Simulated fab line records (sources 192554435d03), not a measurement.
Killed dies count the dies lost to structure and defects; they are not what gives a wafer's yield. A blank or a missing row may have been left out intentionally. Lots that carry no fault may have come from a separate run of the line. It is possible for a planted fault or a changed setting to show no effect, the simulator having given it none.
Split-lot trial || flow n5_finfet || 7 lots, 39 wafers read, on a route of 1938 steps

== THE SPLIT ITSELF ==
At N5_ZERO_LAYER_ETCH_18 (etches Si in HBr/Cl2, target depth 120 nm, time 40 s), the setting target_depth_a was moved away from the recipe's 1200 angstrom on 12 of the 39 wafers read, by -28.8% to +43.5%. The other wafers ran this setting at the recipe's value.

Reading taken at the split's own step.

== THE READING ==
coat_of_ZERO_LAYER_COAT_05.thk_nm (the simulator's own value, which no gauge read), in nm, at N5_ZERO_LAYER_ETCH_18 (etches Si in HBr/Cl2, target depth 120 nm, time 40 s). The file gives no usual value for it. The 27 wafers here that ran the recipe average 930.1 nm, standard deviation 3.5 nm.

{"wafer": "L082.1", "tool, chamber at the split": "rie_si-03, 1", "target_depth_a as run, angstrom": 1200, "against the recipe": "recipe", "coat_of_ZERO_LAYER_COAT_05.thk_nm, nm": 932.6, "against lot-mates on the recipe": "-"}
{"wafer": "L082.2", "tool, chamber at the split": "rie_si-03, 3", "target_depth_a as run, angstrom": 1200, "against the recipe": "recipe", "coat_of_ZERO_LAYER_COAT_05.thk_nm, nm": 932.6, "against lot-mates on the recipe": "-"}
{"wafer": "L082.3", "tool, chamber at the split": "rie_si-03, 2", "target_depth_a as run, angstrom": 1200, "against the recipe": "recipe", "coat_of_ZERO_LAYER_COAT_05.thk_nm, nm": 933.5, "against lot-mates on the recipe": "-"}
{"wafer": "L082.4", "tool, chamber at the split": "rie_si-03, 0", "target_depth_a as run, angstrom": 1200, "against the recipe": "recipe", "coat_of_ZERO_LAYER_COAT_05.thk_nm, nm": 930, "against lot-mates on the recipe": "-"}
{"wafer": "L082.5", "tool, chamber at the split": "rie_si-03, 3", "target_depth_a as run, angstrom": 1200, "against the recipe": "recipe", "coat_of_ZERO_LAYER_COAT_05.thk_nm, nm": 927.7, "against lot-mates on the recipe": "-"}
{"wafer": "L082.6", "tool, chamber at the split": "rie_si-03, 0", "target_depth_a as run, angstrom": 1200, "against the recipe": "recipe", "coat_of_ZERO_LAYER_COAT_05.thk_nm, nm": 934.4, "against lot-mates on the recipe": "-"}
{"wafer": "L084.1", "tool, chamber at the split": "rie_si-04, 2", "target_depth_a as run, angstrom": 1200, "against the recipe": "recipe", "coat_of_ZERO_LAYER_COAT_05.thk_nm, nm": 927, "against lot-mates on the recipe": "-"}
{"wafer": "L084.2", "tool, chamber at the split": "rie_si-04, 3", "target_depth_a as run, angstrom": 1200, "against the recipe": "recipe", "coat_of_ZERO_LAYER_COAT_05.thk_nm, nm": 924.7, "against lot-mates on the recipe": "-"}
{"wafer": "L084.3", "tool, chamber at the split": "rie_si-04, 0", "target_depth_a as run, angstrom": 1200, "against the recipe": "recipe", "coat_of_ZERO_LAYER_COAT_05.thk_nm, nm": 928.1, "against lot-mates on the recipe": "-"}
{"wafer": "L084.4", "tool, chamber at the split": "rie_si-04, 1", "target_depth_a as run, angstrom": 1200, "against the recipe": "recipe", "coat_of_ZERO_LAYER_COAT_05.thk_nm, nm": 925.1, "against lot-mates on the recipe": "-"}
{"wafer": "L084.5", "tool, chamber at the split": "rie_si-04, 1", "target_depth_a as run, angstrom": 1200, "against the recipe": "recipe", "coat_of_ZERO_LAYER_COAT_05.thk_nm, nm": 926.9, "against lot-mates on the recipe": "-"}
{"wafer": "L084.6", "tool, chamber at the split": "rie_si-04, 0", "target_depth_a as run, angstrom": 1200, "against the recipe": "recipe", "coat_of_ZERO_LAYER_COAT_05.thk_nm, nm": 925.8, "against lot-mates on the recipe": "-"}
{"wafer": "L085.1", "tool, chamber at the split": "rie_si-04, 2", "target_depth_a as run, angstrom": 1455, "against the recipe": "+21.2%", "coat_of_ZERO_LAYER_COAT_05.thk_nm, nm": 925.4, "against lot-mates on the recipe": -6.6}
{"wafer": "L085.2", "tool, chamber at the split": "rie_si-04, 1", "target_depth_a as run, angstrom": 1455, "against the recipe": "+21.2%", "coat_of_ZERO_LAYER_COAT_05.thk_nm, nm": 922.6, "against lot-mates on the recipe": -9.4}
{"wafer": "L085.3", "tool, chamber at the split": "rie_si-04, 0", "target_depth_a as run, angstrom": 1200, "against the recipe": "recipe", "coat_of_ZERO_LAYER_COAT_05.thk_nm, nm": 930.7, "against lot-mates on the recipe": "-"}
{"wafer": "L085.4", "tool, chamber at the split": "rie_si-04, 3", "target_depth_a as run, angstrom": 1455, "against the recipe": "+21.2%", "coat_of_ZERO_LAYER_COAT_05.thk_nm, nm": 925, "against lot-mates on the recipe": -7.0}
{"wafer": "L085.5", "tool, chamber at the split": "rie_si-04, 0", "target_depth_a as run, angstrom": 1200, "against the recipe": "recipe", "coat_of_ZERO_LAYER_COAT_05.thk_nm, nm": 932.3, "against lot-mates on the recipe": "-"}
{"wafer": "L085.6", "tool, chamber at the split": "rie_si-04, 3", "target_depth_a as run, angstrom": 1200, "against the recipe": "recipe", "coat_of_ZERO_LAYER_COAT_05.thk_nm, nm": 933.1, "against lot-mates on the recipe": "-"}
{"wafer": "L089.2", "tool, chamber at the split": "rie_si-04, 3", "target_depth_a as run, angstrom": 1200, "against the recipe": "recipe", "coat_of_ZERO_LAYER_COAT_05.thk_nm, nm": 930.3, "against lot-mates on the recipe": "-"}
{"wafer": "L089.3", "tool, chamber at the split": "rie_si-04, 1", "target_depth_a as run, angstrom": 1200, "against the recipe": "recipe", "coat_of_ZERO_LAYER_COAT_05.thk_nm, nm": 928.4, "against lot-mates on the recipe": "-"}
{"wafer": "L089.6", "tool, chamber at the split": "rie_si-04, 3", "target_depth_a as run, angstrom": 1200, "against the recipe": "recipe", "coat_of_ZERO_LAYER_COAT_05.thk_nm, nm": 929.5, "against lot-mates on the recipe": "-"}
{"wafer": "L092.1", "tool, chamber at the split": "rie_si-05, 3", "target_depth_a as run, angstrom": 1722, "against the recipe": "+43.5%", "coat_of_ZERO_LAYER_COAT_05.thk_nm, nm": 915.7, "against lot-mates on the recipe": -20.8}
{"wafer": "L092.2", "tool, chamber at the split": "rie_si-05, 0", "target_depth_a as run, angstrom": 1200, "against the recipe": "recipe", "coat_of_ZERO_LAYER_COAT_05.thk_nm, nm": 935.1, "against lot-mates on the recipe": "-"}
{"wafer": "L092.3", "tool, chamber at the split": "rie_si-05, 2", "target_depth_a as run, angstrom": 1200, "against the recipe": "recipe", "coat_of_ZERO_LAYER_COAT_05.thk_nm, nm": 935.3, "against lot-mates on the recipe": "-"}
{"wafer": "L092.4", "tool, chamber at the split": "rie_si-05, 1", "target_depth_a as run, angstrom": 1200, "against the recipe": "recipe", "coat_of_ZERO_LAYER_COAT_05.thk_nm, nm": 939.1, "against lot-mates on the recipe": "-"}
{"wafer": "L092.5", "tool, chamber at the split": "rie_si-05, 2", "target_depth_a as run, angstrom": 1722, "against the recipe": "+43.5%", "coat_of_ZERO_LAYER_COAT_05.thk_nm, nm": 920.2, "against lot-mates on the recipe": -16.3}
{"wafer": "L092.6", "tool, chamber at the split": "rie_si-05, 3", "target_depth_a as run, angstrom": 1722, "against the recipe": "+43.5%", "coat_of_ZERO_LAYER_COAT_05.thk_nm, nm": 914.7, "against lot-mates on the recipe": -21.8}
{"wafer": "L094.1", "tool, chamber at the split": "rie_si-05, 3", "target_depth_a as run, angstrom": 854.5, "against the recipe": "-28.8%", "coat_of_ZERO_LAYER_COAT_05.thk_nm, nm": 938.8, "against lot-mates on the recipe": "+10.9"}
{"wafer": "L094.2", "tool, chamber at the split": "rie_si-05, 1", "target_depth_a as run, angstrom": 1200, "against the recipe": "recipe", "coat_of_ZERO_LAYER_COAT_05.thk_nm, nm": 930, "against lot-mates on the recipe": "-"}
{"wafer": "L094.3", "tool, chamber at the split": "rie_si-05, 2", "target_depth_a as run, angstrom": 854.5, "against the recipe": "-28.8%", "coat_of_ZERO_LAYER_COAT_05.thk_nm, nm": 940.1, "against lot-mates on the recipe": "+12.2"}
{"wafer": "L094.4", "tool, chamber at the split": "rie_si-05, 0", "target_depth_a as run, angstrom": 1200, "against the recipe": "recipe", "coat_of_ZERO_LAYER_COAT_05.thk_nm, nm": 927.3, "against lot-mates on the recipe": "-"}
{"wafer": "L094.5", "tool, chamber at the split": "rie_si-05, 0", "target_depth_a as run, angstrom": 854.5, "against the recipe": "-28.8%", "coat_of_ZERO_LAYER_COAT_05.thk_nm, nm": 941.5, "against lot-mates on the recipe": "+13.6"}
{"wafer": "L094.6", "tool, chamber at the split": "rie_si-05, 1", "target_depth_a as run, angstrom": 1200, "against the recipe": "recipe", "coat_of_ZERO_LAYER_COAT_05.thk_nm, nm": 926.3, "against lot-mates on the recipe": "-"}
{"wafer": "L096.1", "tool, chamber at the split": "rie_si-03, 3", "target_depth_a as run, angstrom": 1200, "against the recipe": "recipe", "coat_of_ZERO_LAYER_COAT_05.thk_nm, nm": 930, "against lot-mates on the recipe": "-"}
{"wafer": "L096.2", "tool, chamber at the split": "rie_si-03, 0", "target_depth_a as run, angstrom": 1472, "against the recipe": "+22.7%", "coat_of_ZERO_LAYER_COAT_05.thk_nm, nm": 918.5, "against lot-mates on the recipe": -10.0}
{"wafer": "L096.3", "tool, chamber at the split": "rie_si-03, 2", "target_depth_a as run, angstrom": 1472, "against the recipe": "+22.7%", "coat_of_ZERO_LAYER_COAT_05.thk_nm, nm": 918.3, "against lot-mates on the recipe": -10.2}
{"wafer": "L096.4", "tool, chamber at the split": "rie_si-03, 1", "target_depth_a as run, angstrom": 1200, "against the recipe": "recipe", "coat_of_ZERO_LAYER_COAT_05.thk_nm, nm": 928.2, "against lot-mates on the recipe": "-"}
{"wafer": "L096.5", "tool, chamber at the split": "rie_si-03, 3", "target_depth_a as run, angstrom": 1472, "against the recipe": "+22.7%", "coat_of_ZERO_LAYER_COAT_05.thk_nm, nm": 922.3, "against lot-mates on the recipe": -6.2}
{"wafer": "L096.6", "tool, chamber at the split": "rie_si-03, 0", "target_depth_a as run, angstrom": 1200, "against the recipe": "recipe", "coat_of_ZERO_LAYER_COAT_05.thk_nm, nm": 927.4, "against lot-mates on the recipe": "-"}

THE FIT
A straight line over all 39 wafers: coat_of_ZERO_LAYER_COAT_05.thk_nm changes by -0.331 nm for each +1% of target_depth_a; r = -0.86; the points scatter about the line by 3.3 nm.
The same after taking each lot's own level away (the mean of its wafers on the recipe; 39 wafers): -0.428 nm for each +1%; r = -0.97; scatter 1.7 nm.
That fit puts the effect of the largest move of target_depth_a on the reading at 19 nm.
Measured against the standard deviation above, the lots' own levels, which go from 926.27 to 936.50 nm, span 2.9 times it.
Hence the slope depends on the lot-to-lot level, as the two fits are not the same.
Check: with one of the wafers moved furthest among these (+43.5%) left out of the fit, the line predicts -18 nm for it against its lot-mates. It came out at -20.8 nm against them.

== THE WHOLE CHAIN: every reading that the file lists as answering this split, in the file's order ==
{"step": "N5_ZERO_LAYER_ETCH_18", "what it does": "etches Si in HBr/Cl2, target depth 120 nm, time 40 s", "reading": "ZERO_LAYER.feature_depth_nm (the simulator's own value, which no gauge read)", "change (the file's fit)": "+1.22 nm for each +1% of the setting", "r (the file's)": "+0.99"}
{"step": "N5_ZERO_LAYER_ETCH_18", "what it does": "etches Si in HBr/Cl2, target depth 120 nm, time 40 s", "reading": "etch.depth_nm (the simulator's own value, which no gauge read)", "change (the file's fit)": "+1.22 nm for each +1% of the setting", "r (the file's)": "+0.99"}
{"step": "N5_ZERO_LAYER_ETCH_18", "what it does": "etches Si in HBr/Cl2, target depth 120 nm, time 40 s", "reading": "coat_of_ZERO_LAYER_COAT_05.thk_nm (the simulator's own value, which no gauge read)", "change (the file's fit)": "-0.426 nm for each +1% of the setting", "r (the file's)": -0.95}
{"step": "N5_ZERO_LAYER_STRIP_24", "what it does": "strips in O2", "reading": "strip_time_to_endpoint_s", "change (the file's fit)": "withheld for each +1% of the setting", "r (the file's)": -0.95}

== THE FILE'S OWN FIT ==
coat_of_ZERO_LAYER_COAT_05.thk_nm changes by -0.426 nm for each +1% of target_depth_a, r = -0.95.
